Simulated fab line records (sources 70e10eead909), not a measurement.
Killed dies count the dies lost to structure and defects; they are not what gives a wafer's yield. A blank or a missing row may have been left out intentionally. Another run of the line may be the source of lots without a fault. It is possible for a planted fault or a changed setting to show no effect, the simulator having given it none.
The tool behind it: which one?	flow nand_harc	Sampling: 21 lots, 63 wafers, 6 of 1159 route steps

## WHAT EACH GAUGE READ, for each wafer
The record holds no reading of a measuring or inspecting step that can be judged against a usual standard deviation.

## EACH LOT AND THE TOOL THAT RAN IT (in order: tool; ch and the chambers of the sampled wafers; start)
lot	NHARC_A_STAIRCASE_TRIM_22	NHARC_A_STAIRCASE_TRIM_26	NHARC_A_STAIRCASE_TRIM_202	NHARC_A_STAIRCASE_ETCH_227	NHARC_A_STAIRCASE_TRIM_229	NHARC_A_STAIRCASE_DESCUM_252
L074	rie_diel-02 ch 1,2,3, day 11 01:10 or earlier	rie_diel-02 ch 0,1,3, day 11 01:10 or earlier	rie_diel-02 ch 0,1,3, day 11 01:10 or earlier	rie_diel-02 ch 0,1,2, day 11 01:10 or earlier	rie_diel-06 ch 0,2, day 11 01:10	rie_diel-01 ch 0,3, day 11 03:52
L075	rie_diel-06 ch 0,1,3, day 11 02:53 or earlier	rie_diel-06 ch 1,2,3, day 11 02:53 or earlier	rie_diel-01 ch 0,2,3, day 11 02:53 or earlier	rie_diel-01 ch 0,1,2, day 11 02:53 or earlier	rie_diel-02 ch 1,2,3, day 11 02:53	rie_diel-01 ch 0,1,3, day 11 05:29
L079	rie_diel-06 ch 1,2,3, day 11 23:51 or earlier	rie_diel-06 ch 1,2, day 11 23:51 or earlier	rie_diel-02 ch 0,1,2, day 11 23:51 or earlier	rie_diel-06 ch 1,2, day 11 23:51 or earlier	rie_diel-06 ch 0,1, day 11 23:51	rie_diel-01 ch 1,3, day 12 02:55
L077	rie_diel-02 ch 1,2, day 11 23:57 or earlier	rie_diel-02 ch 1,2, day 11 23:57 or earlier	rie_diel-01 ch 0,1,3, day 11 23:57 or earlier	rie_diel-06 ch 0,1,2, day 11 23:57 or earlier	rie_diel-02 ch 1,2,3, day 11 23:57	rie_diel-02 ch 1,3, day 12 02:37
L078	rie_diel-02 ch 1,2,3, day 12 09:01 or earlier	rie_diel-02 ch 1,2, day 12 09:01 or earlier	rie_diel-02 ch 0,2,3, day 12 09:01 or earlier	rie_diel-01 ch 0,2,3, day 12 09:01 or earlier	rie_diel-02 ch 0,3, day 12 09:01	rie_diel-06 ch 0,2, day 12 11:47
L081	rie_diel-02 ch 0,1,3, day 12 21:13 or earlier	rie_diel-02 ch 1,2,3, day 12 21:13 or earlier	rie_diel-02 ch 0,1,2, day 12 21:13 or earlier	rie_diel-02 ch 0,2,3, day 12 21:13 or earlier	rie_diel-01 ch 1,2,3, day 12 21:13	rie_diel-01 ch 0,1,3, day 12 23:49
L082	rie_diel-02 ch 0,1,2, day 13 06:46 or earlier	rie_diel-02 ch 2,3, day 13 06:46 or earlier	rie_diel-02 ch 0,3, day 13 06:46 or earlier	rie_diel-02 ch 2,3, day 13 06:46 or earlier	rie_diel-02 ch 0,3, day 13 06:46	rie_diel-02 ch 1,3, day 13 09:21
L083	rie_diel-06 ch 0,2, day 13 13:14 or earlier	rie_diel-06 ch 0,1, day 13 13:14 or earlier	rie_diel-01 ch 1,3, day 13 13:14 or earlier	rie_diel-06 ch 0,2, day 13 13:14 or earlier	rie_diel-02 ch 2,3, day 13 13:14	rie_diel-01 ch 0,1,3, day 13 15:58
L084	rie_diel-02 ch 1,2,3, day 13 17:17 or earlier	rie_diel-02 ch 0,3, day 13 17:17 or earlier	rie_diel-02 ch 0,2,3, day 13 17:17 or earlier	rie_diel-01 ch 0,3, day 13 17:17 or earlier	rie_diel-06 ch 1,2,3, day 13 17:17	rie_diel-01 ch 0,1, day 13 19:51
L088	rie_diel-02 ch 0,1,3, day 14 22:13 or earlier	rie_diel-02 ch 0,1,2, day 14 22:13 or earlier	rie_diel-06 ch 1,2,3, day 14 22:13 or earlier	rie_diel-01 ch 0,2,3, day 14 22:13 or earlier	rie_diel-06 ch 0,2,3, day 14 22:13	rie_diel-02 ch 0,1,2, day 15 01:07
L085	rie_diel-06 ch 1,2, day 14 23:40 or earlier	rie_diel-06 ch 0,2,3, day 14 23:40 or earlier	rie_diel-01 ch 2,3, day 14 23:40 or earlier	rie_diel-01 ch 0,1, day 14 23:40 or earlier	rie_diel-06 ch 0,2,3, day 14 23:40	rie_diel-02 ch 0,3, day 15 02:38
L087	rie_diel-01 ch 0,2,3, day 15 01:52 or earlier	rie_diel-01 ch 1,2,3, day 15 01:52 or earlier	rie_diel-06 ch 0,1,2, day 15 01:52 or earlier	rie_diel-01 ch 0,1,3, day 15 01:52 or earlier	rie_diel-01 ch 1,2,3, day 15 01:52	rie_diel-02 ch 0,1,3, day 15 04:47
L086	rie_diel-06 ch 1,3, day 15 02:47 or earlier	rie_diel-06 ch 2,3, day 15 02:47 or earlier	rie_diel-01 ch 0,1,2, day 15 02:47 or earlier	rie_diel-02 ch 1,2,3, day 15 02:47 or earlier	rie_diel-02 ch 0,3, day 15 02:47	rie_diel-02 ch 0,3, day 15 05:23
L091	rie_diel-02 ch 0,2,3, day 15 13:10 or earlier	rie_diel-02 ch 0,1, day 15 13:10 or earlier	rie_diel-06 ch 1,2, day 15 13:10 or earlier	rie_diel-01 ch 0,3, day 15 13:10 or earlier	rie_diel-01 ch 0,1,2, day 15 13:10	rie_diel-01 ch 1,2, day 15 15:59
L089	rie_diel-02 ch 0,1, day 15 17:39 or earlier	rie_diel-02 ch 0,1,2, day 15 17:39 or earlier	rie_diel-02 ch 1,3, day 15 17:39 or earlier	rie_diel-01 ch 1,2, day 15 17:39 or earlier	rie_diel-02 ch 0,1, day 15 17:39	rie_diel-02 ch 2,3, day 15 20:25
L092	rie_diel-06 ch 0,1,3, day 15 16:22 or earlier	rie_diel-06 ch 0,2,3, day 15 16:22 or earlier	rie_diel-06 ch 0,2,3, day 15 16:22 or earlier	rie_diel-02 ch 1,2,3, day 15 16:22 or earlier	rie_diel-02 ch 0,1,2, day 15 16:22	rie_diel-02 ch 0,2,3, day 15 19:12
L093	rie_diel-01 ch 1,2,3, day 15 21:08 or earlier	rie_diel-01 ch 0,2,3, day 15 21:08 or earlier	rie_diel-06 ch 0,1,2, day 15 21:08 or earlier	rie_diel-02 ch 0,2,3, day 15 21:08 or earlier	rie_diel-02 ch 1,2,3, day 15 21:08	rie_diel-06 ch 0,1,2, day 15 23:59
L094	rie_diel-01 ch 1,2, day 15 22:15 or earlier	rie_diel-01 ch 0,1, day 15 22:15 or earlier	rie_diel-06 ch 2,3, day 15 22:15 or earlier	rie_diel-01 ch 0,2, day 15 22:15 or earlier	rie_diel-01 ch 0,3, day 15 22:15	rie_diel-01 ch 1,2, day 16 01:03
L096	rie_diel-06 ch 1,2,3, day 16 13:21 or earlier	rie_diel-06 ch 1,2,3, day 16 13:21 or earlier	rie_diel-06 ch 0,1,3, day 16 13:21 or earlier	rie_diel-01 ch 1,2,3, day 16 13:21 or earlier	rie_diel-06 ch 1,2,3, day 16 13:21	rie_diel-06 ch 1,2,3, day 16 16:19
L095	rie_diel-02 ch 2,3, day 16 10:28 or earlier	rie_diel-02 ch 1,2,3, day 16 10:28 or earlier	rie_diel-06 ch 0,1,3, day 16 10:28	rie_diel-06 ch 0,3, day 16 14:26 or earlier	rie_diel-06 ch 1,2, day 16 14:26	rie_diel-06 ch 0,1, day 16 16:58
L097	rie_diel-02 ch 0,2,3, day 17 00:10 or earlier	rie_diel-02 ch 2,3, day 17 00:10 or earlier	rie_diel-06 ch 0,1,2, day 17 00:10 or earlier	rie_diel-02 ch 0,3, day 17 00:10 or earlier	rie_diel-02 ch 0,3, day 17 00:10	rie_diel-02 ch 0,1,3, day 17 03:05
- NHARC_A_STAIRCASE_TRIM_22: chemistry O2, time 211.2 s.
- NHARC_A_STAIRCASE_TRIM_26: chemistry O2, time 211.2 s.
- NHARC_A_STAIRCASE_TRIM_202: chemistry O2, time 211.2 s.
- NHARC_A_STAIRCASE_ETCH_227: etches the open film in C4F8/O2, target depth 100 nm, time 40.5 s.
- NHARC_A_STAIRCASE_TRIM_229: chemistry O2, time 211.2 s.
- NHARC_A_STAIRCASE_DESCUM_252: chemistry O2, time 3 s.

## WHAT THE TOOLS THEMSELVES READ (means of the sampled wafers that have a number; where no wafer has one, the mark that the record gives instead)
NHARC_A_STAIRCASE_TRIM_22. Usual: drypump_motor_current_A 5.8 A, standard deviation 0.41; oes_product_au 0.994 a.u., standard deviation 0.011; rf_vpp_V 57.6 V, standard deviation 0.99; showerhead_plenum_p_Torr 3.49 Torr, standard deviation 0.11; throttle_valve_pct 17.037 %, standard deviation 0.0092.
lot	tool	drypump_motor_current_A (A)	oes_product_au (a.u.)	rf_vpp_V (V)	showerhead_plenum_p_Torr (Torr)	throttle_valve_pct (%)	flag
L074	rie_diel-02	5.9	0.987	57.4	3.51	17.043	
L075	rie_diel-06	5.7	0.991	56.8	3.50	17.043	
L079	rie_diel-06	5.8	1.004	58.4	3.49	17.029	
L077	rie_diel-02	5.9	0.984	57.7	3.54	17.043	
L078	rie_diel-02	6.0	0.994	58.2	3.50	17.032	
L081	rie_diel-02	6.1	0.993	57.6	3.46	17.040	
L082	rie_diel-02	5.9	0.994	58.1	3.50	17.027	
L083	rie_diel-06	5.8	0.995	57.3	3.50	17.031	
L084	rie_diel-02	5.9	0.988	57.7	3.50	17.036	
L088	rie_diel-02	6.0	0.991	57.0	3.45	17.036	
L085	rie_diel-06	5.4	0.990	58.1	3.49	17.030	
L087	rie_diel-01	5.9	0.995	57.9	3.64	17.039	
L086	rie_diel-06	5.5	1.001	57.8	3.48	17.038	
L091	rie_diel-02	5.9	1.004	57.2	3.37	17.031	
L089	rie_diel-02	6.0	0.989	58.4	3.57	17.036	
L092	rie_diel-06	5.7	0.985	57.3	3.48	17.028	
L093	rie_diel-01	5.6	1.009	57.0	3.57	17.041	
L094	rie_diel-01	5.1	1.021	57.5	3.49	17.030	
L096	rie_diel-06	5.8	0.987	57.9	3.47	17.033	
L095	rie_diel-02	5.9	1.006	56.6	3.36	17.034	
L097	rie_diel-02	5.9	0.994	57.8	3.36	17.042	

NHARC_A_STAIRCASE_TRIM_26. Usual: drypump_motor_current_A 5.8 A, standard deviation 0.41; oes_product_au 0.994 a.u., standard deviation 0.012; rf_vpp_V 57.7 V, standard deviation 0.89; showerhead_plenum_p_Torr 3.49 Torr, standard deviation 0.12; throttle_valve_pct 17.037 %, standard deviation 0.0091.
lot	tool	drypump_motor_current_A (A)	oes_product_au (a.u.)	rf_vpp_V (V)	showerhead_plenum_p_Torr (Torr)	throttle_valve_pct (%)	flag
L074	rie_diel-02	6.0	0.989	57.4	3.46	17.039	
L075	rie_diel-06	5.8	0.987	57.6	3.49	17.031	
L079	rie_diel-06	5.3	0.988	58.2	3.50	17.036	
L077	rie_diel-02	5.9	0.981	58.2	3.54	17.035	
L078	rie_diel-02	5.8	0.978	57.4	3.54	17.032	
L081	rie_diel-02	5.9	0.995	58.8	3.50	17.042	
L082	rie_diel-02	5.8	0.990	57.2	3.42	17.036	
L083	rie_diel-06	5.3	0.991	57.6	3.50	17.037	
L084	rie_diel-02	5.9	0.991	57.2	3.33	17.040	
L088	rie_diel-02	5.9	0.981	57.3	3.49	17.034	
L085	rie_diel-06	6.0	0.996	57.8	3.49	17.041	
L087	rie_diel-01	5.6	1.017	57.9	3.58	17.043	
L086	rie_diel-06	6.1	0.996	58.5	3.48	17.038	
L091	rie_diel-02	6.0	0.992	58.2	3.45	17.037	
L089	rie_diel-02	5.9	0.997	57.5	3.49	17.041	
L092	rie_diel-06	6.0	0.997	57.5	3.48	17.032	
L093	rie_diel-01	5.9	1.005	58.3	3.63	17.032	
L094	rie_diel-01	5.3	1.012	57.9	3.50	17.043	
L096	rie_diel-06	5.8	0.999	57.8	3.47	17.041	
L095	rie_diel-02	6.0	0.993	56.3	3.48	17.030	
L097	rie_diel-02	5.8	0.992	57.9	3.40	17.048	

NHARC_A_STAIRCASE_TRIM_202. Usual: drypump_motor_current_A 5.8 A, standard deviation 0.48; oes_product_au 0.995 a.u., standard deviation 0.013; rf_vpp_V 57.6 V, standard deviation 0.94; showerhead_plenum_p_Torr 3.51 Torr, standard deviation 0.11; throttle_valve_pct 17.037 %, standard deviation 0.0089.
lot	tool	drypump_motor_current_A (A)	oes_product_au (a.u.)	rf_vpp_V (V)	showerhead_plenum_p_Torr (Torr)	throttle_valve_pct (%)	flag
L074	rie_diel-02	6.0	0.989	57.9	3.46	17.038	
L075	rie_diel-01	5.9	1.001	58.3	3.66	17.040	
L079	rie_diel-02	5.9	0.987	57.6	3.50	17.042	
L077	rie_diel-01	5.8	0.996	57.9	3.59	17.036	
L078	rie_diel-02	5.9	0.999	57.5	3.38	17.036	
L081	rie_diel-02	6.0	0.984	57.7	3.50	17.044	
L082	rie_diel-02	6.0	1.007	57.3	3.33	17.034	
L083	rie_diel-01	6.1	1.006	57.9	3.60	17.034	
L084	rie_diel-02	5.9	0.991	56.4	3.37	17.036	
L088	rie_diel-06	5.8	0.990	58.0	3.48	17.038	
L085	rie_diel-01	5.7	1.016	57.6	3.63	17.040	
L087	rie_diel-06	5.5	0.987	57.8	3.49	17.038	
L086	rie_diel-01	5.3	1.006	58.0	3.56	17.041	
L091	rie_diel-06	5.6	0.994	57.9	3.48	17.037	
L089	rie_diel-02	6.1	0.981	58.1	3.57	17.041	
L092	rie_diel-06	6.0	0.998	57.7	3.48	17.034	
L093	rie_diel-06	5.6	0.979	58.1	3.49	17.034	
L094	rie_diel-06	6.2	1.005	57.3	3.47	17.045	
L096	rie_diel-06	5.7	0.992	58.1	3.48	17.039	
L095	rie_diel-06	5.7	0.998	58.2	3.48	17.036	
L097	rie_diel-06	5.6	0.981	57.3	3.48	17.048	

NHARC_A_STAIRCASE_ETCH_227. Usual: oes_product_au 0.937 a.u., standard deviation 0.013; rf_vpp_V 896 V, standard deviation 4.8.
lot	tool	oes_product_au (a.u.)	rf_vpp_V (V)	flag
L074	rie_diel-02	0.926	895	
L075	rie_diel-01	0.941	898	
L079	rie_diel-06	0.929	894	
L077	rie_diel-06	0.928	895	
L078	rie_diel-01	0.937	900	
L081	rie_diel-02	0.938	891	
L082	rie_diel-02	0.955	890	
L083	rie_diel-06	0.920	894	
L084	rie_diel-01	0.940	900	
L088	rie_diel-01	0.943	901	
L085	rie_diel-01	0.941	895	
L087	rie_diel-01	0.948	897	
L086	rie_diel-02	0.938	895	
L091	rie_diel-01	0.923	902	
L089	rie_diel-01	0.951	895	
L092	rie_diel-02	0.934	895	
L093	rie_diel-02	0.931	890	
L094	rie_diel-01	0.951	899	
L096	rie_diel-01	0.954	897	
L095	rie_diel-06	0.940	893	
L097	rie_diel-02	0.939	888	

NHARC_A_STAIRCASE_TRIM_229. Usual: drypump_motor_current_A 5.8 A, standard deviation 0.42; oes_product_au 0.995 a.u., standard deviation 0.012; rf_vpp_V 57.7 V, standard deviation 0.83; showerhead_plenum_p_Torr 3.49 Torr, standard deviation 0.12; throttle_valve_pct 17.035 %, standard deviation 0.0093.
lot	tool	drypump_motor_current_A (A)	oes_product_au (a.u.)	rf_vpp_V (V)	showerhead_plenum_p_Torr (Torr)	throttle_valve_pct (%)	flag
L074	rie_diel-06	5.7	0.985	57.4	3.52	17.031	
L075	rie_diel-02	5.9	0.991	57.8	3.51	17.038	
L079	rie_diel-06	5.3	0.990	58.5	3.51	17.033	
L077	rie_diel-02	6.0	0.984	57.7	3.50	17.034	
L078	rie_diel-02	6.0	1.002	57.5	3.34	17.024	
L081	rie_diel-01	5.6	1.011	57.4	3.58	17.036	
L082	rie_diel-02	6.0	0.997	57.4	3.33	17.026	
L083	rie_diel-02	5.8	0.996	57.5	3.41	17.032	
L084	rie_diel-06	5.8	0.985	58.9	3.48	17.034	
L088	rie_diel-06	6.0	0.995	57.2	3.49	17.049	
L085	rie_diel-06	6.0	0.986	58.1	3.49	17.037	
L087	rie_diel-01	5.6	1.008	58.5	3.57	17.041	
L086	rie_diel-02	6.0	0.995	57.2	3.32	17.041	
L091	rie_diel-01	5.4	1.011	57.2	3.56	17.034	
L089	rie_diel-02	6.1	0.986	58.0	3.57	17.041	
L092	rie_diel-02	6.0	1.005	57.2	3.49	17.029	
L093	rie_diel-02	6.0	0.990	57.9	3.48	17.033	
L094	rie_diel-01	6.1	1.002	58.3	3.64	17.036	
L096	rie_diel-06	5.8	0.999	57.8	3.47	17.039	
L095	rie_diel-06	5.4	0.991	57.4	3.47	17.030	
L097	rie_diel-02	6.0	0.995	56.8	3.32	17.042	

NHARC_A_STAIRCASE_DESCUM_252. Usual: drypump_motor_current_A 5.8 A, standard deviation 0.46; oes_product_au 0.995 a.u., standard deviation 0.013; rf_vpp_V 57.8 V, standard deviation 0.88; showerhead_plenum_p_Torr 1.90 Torr, standard deviation 0.073; throttle_valve_pct 11.311 %, standard deviation 0.0094.
lot	tool	drypump_motor_current_A (A)	oes_product_au (a.u.)	rf_vpp_V (V)	showerhead_plenum_p_Torr (Torr)	throttle_valve_pct (%)	flag
L074	rie_diel-01	6.1	0.992	58.3	1.99	11.313	
L075	rie_diel-01	5.8	0.996	58.1	1.95	11.308	
L079	rie_diel-01	5.5	1.010	58.3	1.91	11.302	
L077	rie_diel-02	6.1	0.981	57.6	1.95	11.316	
L078	rie_diel-06	5.7	0.986	57.6	1.90	11.312	
L081	rie_diel-01	5.8	1.001	58.6	1.95	11.310	
L082	rie_diel-02	6.0	0.996	57.7	1.87	11.306	
L083	rie_diel-01	5.8	0.999	59.1	1.95	11.305	
L084	rie_diel-01	5.5	0.990	58.0	1.94	11.304	
L088	rie_diel-02	5.9	0.995	56.7	1.89	11.311	
L085	rie_diel-02	6.0	1.004	57.0	1.80	11.313	
L087	rie_diel-02	6.0	1.001	58.2	1.87	11.306	
L086	rie_diel-02	6.0	0.993	58.0	1.79	11.316	
L091	rie_diel-01	5.1	1.016	58.2	1.93	11.308	
L089	rie_diel-02	5.8	0.989	56.9	1.84	11.316	
L092	rie_diel-02	5.9	0.994	57.5	1.81	11.310	
L093	rie_diel-06	5.5	0.986	58.3	1.89	11.316	
L094	rie_diel-01	5.1	1.019	58.1	1.93	11.308	
L096	rie_diel-06	5.8	0.996	58.0	1.88	11.307	
L095	rie_diel-06	5.4	0.984	57.5	1.89	11.321	
L097	rie_diel-02	6.0	0.998	56.8	1.86	11.310	

## THE ANSWER, worked out from the rows above alone
Rule: a lot counts as off when the mean over its wafers that have a number is more than 3 standard deviations away from the usual mean. A lot without any number at a reading at which 4 lots or more have one is off too. Where the step has rows for the other lots, those lots are counted as sound. After the gauges, taken in route order, come the tools' own readings; for these a lot's mean is taken, as printed above. The first step at which some lot is off is used, and at that step the reading that is off furthest; a lot without a number counts as furthest.
Nothing can be told from this: no lot is off at any reading shown.

## WHAT THE SIMULATOR HAD PUT IN
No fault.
